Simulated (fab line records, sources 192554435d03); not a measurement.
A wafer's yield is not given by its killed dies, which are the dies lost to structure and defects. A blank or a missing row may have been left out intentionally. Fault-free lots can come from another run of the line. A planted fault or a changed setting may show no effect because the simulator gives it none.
fab line records | flow n5_finfet
[record] lots = 7 | wafers = 21
route steps=1938 shown PASSIVATION@1921
start_h: hours from the record's first day to the start of the lot's first wafer shown | wait_h: how many hours have passed since the lot's step before this one | " same as the row above | L1.1+2: a single row standing in for several wafers | - no value present, or no start provided | * or withheld: withheld | < > ~ a bound
route shown NAME@n: NAME is a module with steps in the file, n the number in the route of the first one | usual: average and standard deviation across the fault-free wafers | same: alike in all rows | chamber/n: place in a boat | sites: the reading at each site | _std_site: how widely they spread, as a standard deviation | _edge_site: mean of outer sites minus mean of inner sites | radius_mm: for every site, how far away it sits from the centre of the wafer | mask NAME#n: copy n | behind: the most recent tool/chamber to have shaped the wafer | hold: what put the lot on hold/how long, in hours/how the hold closed | device: the n, p or np transistor that did not switch | end of line: the tests these same wafers got at the end of their route | a step given without rows: its recipe and nothing more | killed: dies lost to structure and defects at the first sort, not the wafer's yield | map: per-die view of a wafer (x killed, . not killed, _ where there is no die)
set.NAME: setting as actually run; set.NAME@STEP: the setting as run at that earlier step | model.NAME: the simulator's own value behind a step, which no gauge read
lots run with intentionally changed settings; tables by step, rows by wafer
[[steps]]
[step N5_PASSIVATION_EXPOSE_41]
[recipe] mask_id = PASS_OPEN | na = 0.55 | defocus_nm = 0 | source_shape = conventional | sigma_outer = 0.8 | polarization = unpolarized | target_cd_nm = 40000 | dose_mj = 57.25
lot.wafer  | tool           | chamber | start_h | wait_h | mask        | set.dose_mj
L074.3+5+6 | krf_scanner-02 | 0       | 257.90  | -      | PASS_OPEN#0 | 57.25
L077.1+3   | krf_scanner-02 | 0       | 275.16  | -      | PASS_OPEN#0 | 59.73
L077.2     | "              | 0       | "       | "      | PASS_OPEN#0 | 57.25
L078.1+4+5 | krf_scanner-01 | 0       | 288.80  | -      | PASS_OPEN#0 | 57.25
L082.1+6   | krf_scanner-02 | 0       | 302.58  | -      | PASS_OPEN#0 | 54.59
L082.2     | "              | 0       | "       | "      | PASS_OPEN#0 | 57.25
L084.2+4+5 | krf_scanner-02 | 0       | 324.59  | -      | PASS_OPEN#0 | 57.25
L093.1+4+6 | krf_scanner-02 | 0       | 375.85  | -      | PASS_OPEN#0 | 57.25
L094.2     | krf_scanner-02 | 0       | 375.90  | -      | PASS_OPEN#0 | 57.25
L094.4+5   | "              | 0       | "       | "      | PASS_OPEN#0 | 60.64
[step N5_PASSIVATION_PEB_42]
[recipe] peb_temp_c = withheld | peb_time_s = *
[step N5_PASSIVATION_DEVELOP_43]
[recipe] develop_time_s = 60 | rinse_liquid = diw | dry = air_spin | dev_temp_c = 21
[step N5_PASSIVATION_HARDBAKE_45]
[recipe] temp_c = 130 | time_s = 120
[step N5_PASSIVATION_CD_MEAS_44]
[recipe] target_cd_nm = 40000 | landing_energy_ev = 500 | detector = se_inlens
[usual] cd_nm = 39999/5.7
lot.wafer | tool      | chamber | start_h | wait_h | set.dose_mj@PASSIVATION_EXPOSE_41 | cd_nm
L074.3    | cd_sem-03 | 0       | 258.07  | -      | 57.25                             | 39999
L074.5    | "         | 0       | "       | "      | 57.25                             | 39995
L074.6    | "         | 0       | "       | "      | 57.25                             | 40004
L077.1    | cd_sem-03 | 0       | 275.34  | -      | 59.73                             | 40017
L077.2    | "         | 0       | "       | "      | 57.25                             | 39994
L077.3    | "         | 0       | "       | "      | 59.73                             | 40017
L078.1    | cd_sem-01 | 0       | 288.98  | -      | 57.25                             | 40000
L078.4    | "         | 0       | "       | "      | 57.25                             | 39995
L078.5    | "         | 0       | "       | "      | 57.25                             | 39999
L082.1    | cd_sem-03 | 0       | 302.75  | -      | 54.59                             | 39977
L082.2    | "         | 0       | "       | "      | 57.25                             | 40001
L082.6    | "         | 0       | "       | "      | 54.59                             | 39988
L084.2    | cd_sem-03 | 0       | 324.77  | -      | 57.25                             | 39996
L084.4    | "         | 0       | "       | "      | 57.25                             | 39997
L084.5    | "         | 0       | "       | "      | 57.25                             | 39995
L093.1    | cd_sem-03 | 0       | 376.03  | -      | 57.25                             | 39993
L093.4    | "         | 0       | "       | "      | 57.25                             | 39996
L093.6    | "         | 0       | "       | "      | 57.25                             | 40004
L094.2    | cd_sem-02 | 0       | 376.08  | -      | 57.25                             | 39993
L094.4    | "         | 0       | "       | "      | 60.64                             | 40018
L094.5    | "         | 0       | "       | "      | 60.64                             | 40020
[[key]]
[split] step = N5_PASSIVATION_EXPOSE_41 | setting = dose_mj | stated = 57.25 | by = wafer
[response] step = N5_PASSIVATION_CD_MEAS_44 | reading = cd_nm | change = +4.46 | per = 1% | r = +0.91
